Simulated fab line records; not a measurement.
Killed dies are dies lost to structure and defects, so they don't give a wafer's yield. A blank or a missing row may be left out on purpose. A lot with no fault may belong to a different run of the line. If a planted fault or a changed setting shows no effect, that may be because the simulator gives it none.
Which tool did it? + flow nand harc + 12 lots with 36 wafers sampled at 7 steps, on a route of 1159 steps

WHAT THE GAUGES SHOWED, per wafer
NHARC_P_CONTACT_CD_MEAS_12: target cd 90 nm.
| lot  | measured     | on        | cd nm (nm)     |
|------|--------------|-----------|----------------|
| L990 | day 5 21:04  | cd sem-01 | 91.1 90.4 91.6 |
| L992 | day 6 15:07  | cd sem-01 | 89.7 90.6 90.5 |
| L991 | day 6 17:47  | cd sem-01 | 89.3 90.2 89.6 |
| L993 | day 6 20:56  | cd sem-03 | 78.5 79.9 80.0 |
| L994 | day 6 21:41  | cd sem-02 | 89.4 89.2 89.1 |
| L995 | day 7 09:42  | cd sem-01 | 91.0 91.4 90.5 |
| L103 | day 9 10:25  | cd sem-02 | 90.1 89.7 90.0 |
| L104 | day 9 15:49  | cd sem-03 | 91.3 90.1 91.4 |
| L106 | day 10 06:16 | cd sem-01 | 90.6 89.6 90.2 |
| L107 | day 10 10:11 | cd sem-01 | 90.2 90.0 88.7 |
| L109 | day 10 21:32 | cd sem-01 | 90.0 89.8 90.3 |
| L111 | day 11 01:45 | cd sem-02 | 90.8 90.2 90.1 |

NHARC_P_CONTACT_CD_MEAS_19.
| lot  | measured     | on        | cd nm (nm)     |
|------|--------------|-----------|----------------|
| L990 | day 5 22:07  | cd sem-01 | 89.3 90.7 89.7 |
| L992 | day 6 16:33  | cd sem-02 | 89.1 91.1 89.2 |
| L991 | day 6 18:50  | cd sem-01 | 89.3 92.1 91.0 |
| L993 | day 6 22:03  | cd sem-02 | 79.1 79.1 81.2 |
| L994 | day 6 22:45  | cd sem-01 | 86.6 88.1 90.0 |
| L995 | day 7 10:46  | cd sem-02 | 91.2 91.6 89.1 |
| L103 | day 9 11:38  | cd sem-03 | 90.0 90.2 87.6 |
| L104 | day 9 17:00  | cd sem-03 | 92.5 92.5 89.5 |
| L106 | day 10 07:20 | cd sem-01 | 92.1 89.0 91.3 |
| L107 | day 10 11:14 | cd sem-03 | 91.4 88.6 86.7 |
| L109 | day 10 22:36 | cd sem-02 | 90.3 88.0 90.4 |
| L111 | day 11 02:49 | cd sem-02 | 91.4 90.3 88.9 |

NHARC_END_SORT_01.
| lot  | measured     | on        | killed at array | killed at other | killed at periphery | killed dies | killed open | killed short |
|------|--------------|-----------|-----------------|-----------------|---------------------|-------------|-------------|--------------|
| L993 | day 21 04:46 | prober-01 | 7 15 10         | 0 0 0           | 19 9 11             | 26 24 21    | 3 1 1       | 1 0 2        |

TOOL THAT RAN EACH LOT (tool first, then ch and the chambers of the sampled wafers, then the start)
| lot  | NHARC_P_GATE_STRIP_76                | NHARC_P_GATE_STRIP_95                | NHARC_P_CONTACT_DEP_30          | NHARC_P_CONTACT_EXPOSE_09          |
|------|--------------------------------------|--------------------------------------|---------------------------------|------------------------------------|
| L990 | plasma asher-02 ch 0,1, day 5 15:24  | plasma asher-01 ch 0,1, day 5 17:27  | pecvd-01 ch 0,1,2, day 5 19:45  | arfi scanner-03 ch 0, day 5 20:56  |
| L992 | plasma asher-01 ch 0, day 6 09:29    | plasma asher-01 ch 0,1, day 6 11:39  | pecvd-04 ch 1,2, day 6 13:42    | arfi scanner-03 ch 0, day 6 14:58  |
| L991 | plasma asher-01 ch 0,1, day 6 12:06  | plasma asher-01 ch 0, day 6 14:22    | pecvd-04 ch 1,2, day 6 16:15    | arfi scanner-01 ch 0, day 6 17:39  |
| L993 | plasma asher-01 ch 0,1, day 6 15:28  | plasma asher-01 ch 0,1, day 6 17:37  | pecvd-01 ch 0,1,2, day 6 19:36  | arfi scanner-01 ch 0, day 6 20:48  |
| L994 | plasma asher-01 ch 0,1, day 6 16:11  | plasma asher-02 ch 0,1, day 6 18:20  | pecvd-01 ch 0,1,2, day 6 20:23  | arfi scanner-01 ch 0, day 6 21:34  |
| L995 | plasma asher-02 ch 0,1, day 7 03:29  | plasma asher-02 ch 0,1, day 7 06:11  | pecvd-03 ch 1,2, day 7 08:10    | arfi scanner-03 ch 0, day 7 09:34  |
| L103 | plasma asher-02 ch 0,1, day 9 04:26  | plasma asher-01 ch 0,1, day 9 06:41  | pecvd-01 ch 1,2, day 9 08:52    | arfi scanner-02 ch 0, day 9 10:17  |
| L104 | plasma asher-02 ch 0,1, day 9 10:17  | plasma asher-02 ch 0,1, day 9 12:29  | pecvd-03 ch 1,2, day 9 14:28    | arfi scanner-02 ch 0, day 9 15:40  |
| L106 | plasma asher-01 ch 0,1, day 10 00:47 | plasma asher-01 ch 0,1, day 10 02:57 | pecvd-01 ch 1,2, day 10 04:51   | arfi scanner-01 ch 0, day 10 06:08 |
| L107 | plasma asher-01 ch 0,1, day 10 04:35 | plasma asher-02 ch 0,1, day 10 06:46 | pecvd-04 ch 1,2, day 10 08:46   | arfi scanner-01 ch 0, day 10 10:03 |
| L109 | plasma asher-02 ch 0, day 10 15:51   | plasma asher-02 ch 0,1, day 10 18:01 | pecvd-04 ch 0,1,2, day 10 19:58 | arfi scanner-02 ch 0, day 10 21:23 |
| L111 | plasma asher-02 ch 0,1, day 10 19:57 | plasma asher-02 ch 0,1, day 10 22:10 | pecvd-03 ch 0,1,2, day 11 00:12 | arfi scanner-01 ch 0, day 11 01:36 |
- NHARC_P_GATE_STRIP_76: strips in O2.
- NHARC_P_GATE_STRIP_95: strips in O2.
- NHARC_P_CONTACT_DEP_30: deposits SiNx, target thk 30 nm.
- NHARC_P_CONTACT_EXPOSE_09: exposes mask P CA, target cd 90 nm.

AS READ BY THE TOOLS THEMSELVES (means over the sampled wafers that have a number; for cases with no such wafer, the mark the record gives instead)
NHARC_P_GATE_STRIP_76.
| lot  | tool            | drypump motor current A (A) | heater power w (W) |
|------|-----------------|-----------------------------|--------------------|
| L990 | plasma asher-02 | 6.3                         | 341                |
| L992 | plasma asher-01 | 5.8                         | 382                |
| L991 | plasma asher-01 | 5.4                         | 380                |
| L993 | plasma asher-01 | 5.2                         | 392                |
| L994 | plasma asher-01 | 5.2                         | 386                |
| L995 | plasma asher-02 | 6.3                         | 342                |
| L103 | plasma asher-02 | 6.3                         | 342                |
| L104 | plasma asher-02 | 6.1                         | 333                |
| L106 | plasma asher-01 | 5.5                         | 385                |
| L107 | plasma asher-01 | 5.4                         | 383                |
| L109 | plasma asher-02 | 6.6                         | 346                |
| L111 | plasma asher-02 | 6.3                         | 340                |

NHARC_P_GATE_STRIP_95.
| lot  | tool            | drypump motor current A (A) | heater power w (W) |
|------|-----------------|-----------------------------|--------------------|
| L990 | plasma asher-01 | 5.2                         | 386                |
| L992 | plasma asher-01 | 5.1                         | 395                |
| L991 | plasma asher-01 | 5.8                         | 381                |
| L993 | plasma asher-01 | 5.1                         | 389                |
| L994 | plasma asher-02 | 6.3                         | 339                |
| L995 | plasma asher-02 | 6.3                         | 337                |
| L103 | plasma asher-01 | 5.5                         | 386                |
| L104 | plasma asher-02 | 6.3                         | 338                |
| L106 | plasma asher-01 | 5.5                         | 382                |
| L107 | plasma asher-02 | 6.0                         | 330                |
| L109 | plasma asher-02 | 6.1                         | 335                |
| L111 | plasma asher-02 | 6.0                         | 332                |

NHARC_P_CONTACT_DEP_30.
| lot  | tool     | heater power w (W) | rf fwd power W (W) |
|------|----------|--------------------|--------------------|
| L990 | pecvd-01 | 833                | 449.7              |
| L992 | pecvd-04 | 639                | 448.5              |
| L991 | pecvd-04 | 694                | 449.2              |
| L993 | pecvd-01 | 725                | 449.1              |
| L994 | pecvd-01 | 751                | 447.5              |
| L995 | pecvd-03 | 670                | 448.2              |
| L103 | pecvd-01 | 734                | 448.8              |
| L104 | pecvd-03 | 705                | 447.9              |
| L106 | pecvd-01 | 777                | 448.8              |
| L107 | pecvd-04 | 705                | 449.0              |
| L109 | pecvd-04 | 706                | 449.8              |
| L111 | pecvd-03 | 649                | 449.2              |

THE ANSWER, worked out from the rows above alone
Rule: the usual values come from the lots themselves. Put in order of their means at a reading, lots are off if they are a third of the lots or fewer, leave a main group of 4 or more, and stand apart from it by a gap of 3 or more times the standard deviation of the main group's means; of several such gaps the widest counts. Not used: any main group whose means are identical at the precision the tables above print for the reading. A lot without any number at a reading at which 4 lots or more have one is off too. The other lots that the step has rows for count as sound. The gauges are gone through in route order, then the tools' own readings, and for those a lot's mean is taken as printed above. At the first step where some lot is off, the reading lying furthest off is the one used; lots without a number count as furthest.
Off: L993 (NHARC_P_CONTACT_CD_MEAS_12, cd nm). Main group: mean 90.2 nm, sd 0.56.
If a tool, at a process step before that reading, ran all the lots that are off and no sound lot after the first of them, it fits. Not tried: the gauges at NHARC_P_CONTACT_CD_MEAS_12; whatever is off there is also off at NHARC_P_CONTACT_CD_MEAS_19, on other tools, and gauge error can't account for it. Of those tried, none fits.

WHAT THE SIMULATOR HAD INSERTED
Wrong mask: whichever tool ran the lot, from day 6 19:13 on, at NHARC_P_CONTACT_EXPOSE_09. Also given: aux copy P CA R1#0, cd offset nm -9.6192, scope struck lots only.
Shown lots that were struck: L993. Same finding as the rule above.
